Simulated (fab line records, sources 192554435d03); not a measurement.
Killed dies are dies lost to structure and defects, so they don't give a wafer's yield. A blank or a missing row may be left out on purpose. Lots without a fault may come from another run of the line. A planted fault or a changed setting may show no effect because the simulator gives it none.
A struck lot beside a sound one | flow n5_finfet | 17 steps out of a route of 1938
Sound: wafers L348.1, L348.2, L348.4. Struck: wafers L347.4, L347.5, L347.6. The cause comes at the end.
At each step with rows: each side's tool, then ch and its chambers, then its first start. Under that, the readings that differ: sound wafers | struck wafers | difference of the means | sigmas: that difference in standard deviations of wafers without a fault.
alike: readings whose means differ by less than 2 such deviations, and words and numbers that are the same on both sides. not compared: withheld readings, readings that some wafer has no value for, bounds like >300 that may hide the same value, and numbers for which the record gives no deviation and whose values overlap.
The two part at a step that has a row with sigmas, a row that says differs or no value, or rows on one side only. Numbers that don't overlap but have no deviation are shown without sigmas and don't part them. A reading that every wafer of one side lacks parts them only if that side has two wafers or more.

first, 9 steps without rows for these wafers: N5_FIN_CUT_PEB_06 (peb time 60 s); N5_FIN_CUT_DEVELOP_07 (develop time 30 s); N5_FIN_CUT_DESCUM_13 (chemistry O2, time 7 s); N5_FIN_CUT_ETCH_30 (etches underlayer in N2/H2, target depth 13 nm, time 10.4 s); N5_FIN_CUT_ETCH_20 (etches SiARC in CF4, target depth 26 nm, time 43.3 s); N5_FIN_CUT_ETCH_21 (etches SOC in N2/H2, target depth 219 nm, overetch 43.8 nm, time 523.5 s); N5_FIN_CUT_STRIP_23 (strips in N2/H2); N5_FIN_CUT_STRIP_31 (strips in N2/H2); N5_FIN_CUT_STRIP_24 (strips in CF4).
N5_FIN_CUT_CUT_ETCH_26: etches SiNx in CH3F/O2, target depth 39 nm, time 55.7 s.
  sound on rie_diel-03 ch 0,2,3, day 6 03:29; struck on rie_diel-06 ch 1,2, day 5 21:55
  reading                                  | sound             | struck            | difference | sigmas
  oes_f_703_au (a.u.)                      | 0.85 0.88 0.91    | 0.47 0.59 0.47    | -0.37      | -4
  oes_product_au (a.u.)                    | 0.84 0.88 0.91    | 0.63 0.78 0.62    | -0.20      | -2
  rf_fwd_power_W (W)                       | 391.2 393.5 390.4 | 298.0 295.8 296.6 | -94.9      | -59
  rf_vpp_V (V)                             | 292 295 301       | 332 339 332       | +38        | +12
  model.etch.depth_nm (nm)                 | 39.36 39.45 39.23 | 35.01 35.56 34.71 | -4.25      |
  model.SOC_of_FIN_CUT_COAT_18.thk_nm (nm) | 210.6 209.8 210.6 | 211.8 212.6 213   | +2.1       |
  alike: O2_flow_sccm, drypump_motor_current_A, mfc_ar_sccm, showerhead_plenum_p_Torr, throttle_valve_pct
  not compared: rf_hours_counter_h
then, 3 steps without rows for these wafers: N5_FIN_CUT_CUT_ETCH_27 (etches SiO2 in CHF3/O2, target depth 4 nm, overetch 2 nm, time 4.9 s); N5_FIN_CUT_PRECLEAN_35 (cleans in vHF, time 13.3 s); N5_FIN_CUT_CUT_ETCH_15 (etches Si in HBr/Cl2/O2, target depth 100 nm, bt time 10 s, time 42.4 s).
N5_FIN_CUT_CUT_ETCH_28: etches Si in HBr/Cl2/O2, target depth 6 nm, time 2.4 s.
  sound on rie_si-06 ch 0,1,3, day 6 03:44; struck on rie_si-06 ch 0,1,2, day 5 22:10
  alike: O2_flow_sccm, drypump_motor_current_A, oes_product_au, throttle_valve_pct
  not compared: rf_fwd_power_W, rf_hours_counter_h, model.SOC_of_FIN_CUT_COAT_18.thk_nm
then, 1 step without rows for these wafers: N5_FIN_CUT_STRIP_22 (strips in N2/H2).
-- the record jumps here: 11 days lie between the struck wafers' starts before and after (it left off in module FIN_CUT and takes up again in module BEOL_M4, whose first step shown is number 1111 of the route) --
N5_BEOL_M4_RC_MEAS_101:
  sound on prober-01 ch 0, day 15 15:17; struck on prober-01 ch 0, day 17 07:47
  reading       | sound       | struck      | difference | sigmas
  ION_N (uA/um) | 662 661 649 | 676 681 674 | +20        | +2
  alike: DIBL_N, DIBL_P, IOFF_N, IOFF_P, ION_P, SS_N, SS_P, VT_N, VT_P
N5_PASSIVATION_PROBE_49:
  the record has rows for the sound wafers here (prober-02, day 19 19:50) and none for the struck ones

WHERE THEY PART
First at N5_FIN_CUT_CUT_ETCH_26; last, within this record, at N5_PASSIVATION_PROBE_49.

WHY: what the simulator had put in
Process parameter drift: rie_diel-06, from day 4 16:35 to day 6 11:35, at N5_FIN_CUT_CUT_ETCH_26. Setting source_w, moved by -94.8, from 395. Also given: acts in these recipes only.
